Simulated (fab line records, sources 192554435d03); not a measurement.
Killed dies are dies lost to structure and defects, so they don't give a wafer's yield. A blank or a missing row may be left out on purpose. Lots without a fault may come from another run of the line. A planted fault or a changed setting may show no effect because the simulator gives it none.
Split-lot experiment | flow n5_finfet | 7 lots, 21 wafers read, on a route of 1938 steps

THE SPLIT
At N5_BEOL_M6_DESCUM_33 (chemistry O2, time 7 s), the setting time_s was moved away from the recipe's 7 s on 6 of the 21 wafers read, by -18.3% to +21.4%. The other wafers ran this setting at the recipe's value.

The reading is taken at the split's own step.

THE READING
CAR-EUV_of_BEOL_M6_COAT_22.thk_nm (the simulator's own value, which no gauge read), in nm, at N5_BEOL_M6_DESCUM_33 (chemistry O2, time 7 s). The file gives no usual value for it. The 15 wafers here that ran the recipe average 26.1 nm, standard deviation 0.098 nm.

wafer  | tool, chamber at the split | time_s as run, s | against the recipe | CAR-EUV_of_BEOL_M6_COAT_22.thk_nm, nm | against lot-mates on the recipe
L077.2 | rie_diel-03, 0,2,1         | 6.296            | -10.1%             | 26.4                                  | no lot-mate on the recipe
L077.4 | rie_diel-03, 0,2,1         | 6.296            | -10.1%             | 26.4                                  | no lot-mate on the recipe
L077.6 | rie_diel-03, 0,2,1         | 6.296            | -10.1%             | 26.4                                  | no lot-mate on the recipe
L074.3 | rie_diel-05, 0,1           | 7                | recipe             | 26                                    | -
L074.4 | rie_diel-05, 0,1           | 7                | recipe             | 26                                    | -
L074.6 | rie_diel-05, 2             | 7                | recipe             | 26.2                                  | -
L079.4 | rie_diel-01, 1             | 8.496            | +21.4%             | 25.2                                  | -0.8
L079.5 | rie_diel-01, 1,2           | 7                | recipe             | 26                                    | -
L079.6 | rie_diel-01, 1,2           | 7                | recipe             | 26                                    | -
L082.1 | rie_diel-03, 2             | 5.719            | -18.3%             | 26.8                                  | +0.6
L082.5 | rie_diel-03, 0             | 5.719            | -18.3%             | 26.6                                  | +0.4
L082.6 | rie_diel-03, 1             | 7                | recipe             | 26.2                                  | -
L085.3 | rie_diel-01, 0,1           | 7                | recipe             | 26.2                                  | -
L085.4 | rie_diel-01, 0,1           | 7                | recipe             | 26.2                                  | -
L085.6 | rie_diel-01, 2             | 7                | recipe             | 26                                    | -
L087.4 | rie_diel-01, 0             | 7                | recipe             | 26.2                                  | -
L087.6 | rie_diel-01, 0             | 7                | recipe             | 26.2                                  | -
L087.5 | rie_diel-01, 1             | 7                | recipe             | 26                                    | -
L092.1 | rie_diel-05, 2,1,3         | 7                | recipe             | 26                                    | -
L092.4 | rie_diel-05, 2,1,3         | 7                | recipe             | 26                                    | -
L092.5 | rie_diel-05, 2,1,3         | 7                | recipe             | 26                                    | -
Where a row lists several chambers, the file gives one row for several wafers and doesn't say which wafer went through which chamber.

THE FIT
A straight line over all 21 wafers: CAR-EUV_of_BEOL_M6_COAT_22.thk_nm changes by -0.0363 nm for each +1% of time_s; r = -0.95; the points scatter about the line by 0.097 nm.
The same after taking each lot's own level away (the mean of its wafers on the recipe; 18 wafers): -0.0316 nm for each +1%; r = -0.95; scatter 0.088 nm.
On that fit, the largest move of time_s shifts the reading by 0.68 nm.
The lots' own levels span 26.00 to 26.20 nm, that is 2.0 times the standard deviation above.
So the lot-to-lot level changes the slope: the two fits differ.
Check: with one of the wafers moved furthest among these (+21.4%) left out of the fit, the line predicts -0.584 nm for it against its lot-mates. It came out at -0.8 nm against them.

OTHER SPLITS ON THESE WAFERS
These wafers also went through other splits before the reading. Each is held against what the fit with the lots' levels taken away leaves over:
other split on the same wafers   | wafers away from the commonest value | r with CAR-EUV_of_BEOL_M6_COAT_22.thk_nm (lot level and that fit taken away)
N5_BEOL_M4_EXPOSE_08 dose_mj     | 7                                    | -0.22
N5_BEOL_M4_ETCH_64 bias_w        | 13                                   | +0.28
N5_BEOL_M4_DESCUM_33 time_s      | 7                                    | -0.07
N5_BEOL_M4_TRENCH_ETCH_37 bias_w | 11                                   | -0.23
N5_BEOL_M5_ETCH_68 time_s        | 9                                    | +0.22
N5_BEOL_M5_TRENCH_ETCH_37 bias_w | 8                                    | +0.39

THE FILE'S OWN FIT
CAR-EUV_of_BEOL_M6_COAT_22.thk_nm changes by -0.0332 nm for each +1% of time_s, r = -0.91.
